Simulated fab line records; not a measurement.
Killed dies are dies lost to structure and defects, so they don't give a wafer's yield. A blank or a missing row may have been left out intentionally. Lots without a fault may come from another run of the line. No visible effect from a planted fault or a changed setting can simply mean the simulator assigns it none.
2 desks, one fault | flow n5_finfet | each desk holds nothing but its own numbers, with what lay behind them at the end

## AT THE TOOL OWNER'S DESK: rie_diel-05
The tool's own readings at N5_BEOL_M8_ETCH_65 (etches SiARC in CF4, target depth 15.6 nm, time 26 s): means of the sampled wafers that have a number, for each lot that ran on this tool. Marked OUT: a lot whose mean sits more than 4 standard deviations from the usual mean, which makes it out of limits; the brackets give that distance.
Columns: A = drypump_motor_current_A at N5_BEOL_M8_ETCH_65, usual 5.7 A; B = etch_rf_on_time_s at N5_BEOL_M8_ETCH_65, usual 25.7 s; C = oes_product_au at N5_BEOL_M8_ETCH_65, usual 0.66 a.u.; D = rf_vpp_V at N5_BEOL_M8_ETCH_65, usual 183.8 V; E = showerhead_plenum_p_Torr at N5_BEOL_M8_ETCH_65, usual 2.12 Torr; F = throttle_valve_pct at N5_BEOL_M8_ETCH_65, usual 15.73 %
lot  | first seen here | A   | B              | C    | D     | E    | F
L687 | day 9 11:10     | 5.9 | 25.7           | 0.65 | 183.1 | 2.12 | 15.68
L695 | day 11 03:11    | 6.0 | 25.1           | 0.62 | 182.6 | 2.05 | 15.97
L701 | day 13 14:36    | 6.1 | 35.8 (+15) OUT | 0.53 | 184.6 | 2.08 | 15.88
This desk's verdict: out of limits on L701, starting with L701 at day 13 14:36 (etch_rf_on_time_s at N5_BEOL_M8_ETCH_65). L687, L695: within limits.

## THE DEFECT DESK
Inspection counts along the route, by lot: the mean over sampled wafers that carry a number. Marked OUT: a lot whose mean sits more than 4 standard deviations from the usual mean, which makes it out of limits; the brackets give that distance.
Columns: A = raw_defect_count at N5_BEOL_M8_INSPECT_13, usual 403
lot  | first seen here | A
L687 | day 9 07:47     | 351
L688 | day 9 18:13     | 288
L693 | day 10 16:16    | 291
L692 | day 10 18:13    | 411
L691 | day 11 01:16    | 578
L695 | day 11 01:26    | 392
L701 | day 13 12:47    | 426
L707 | day 14 13:01    | 313
L708 | day 15 07:46    | 325
L710 | day 15 08:15    | 395
This desk found nothing out of limits on any of the 10 lots.

## PUT TOGETHER
An alarm could have come from the tool owner's desk at day 13 14:36, on L701.
The defect desk saw nothing out of limits.
The defect desk has L701 on record, within its limits.
N5_BEOL_M8_ETCH_65 was run on rie_diel-05 by each of the lots named.

## WHAT THE SIMULATOR PUT IN
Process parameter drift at N5_BEOL_M8_ETCH_65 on rie_diel-05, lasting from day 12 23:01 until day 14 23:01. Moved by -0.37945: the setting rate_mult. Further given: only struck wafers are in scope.
Struck lots among those shown: L701.
Time in hours from fault onset to the first out-of-limits reading at each desk: the tool owner's desk, 16.
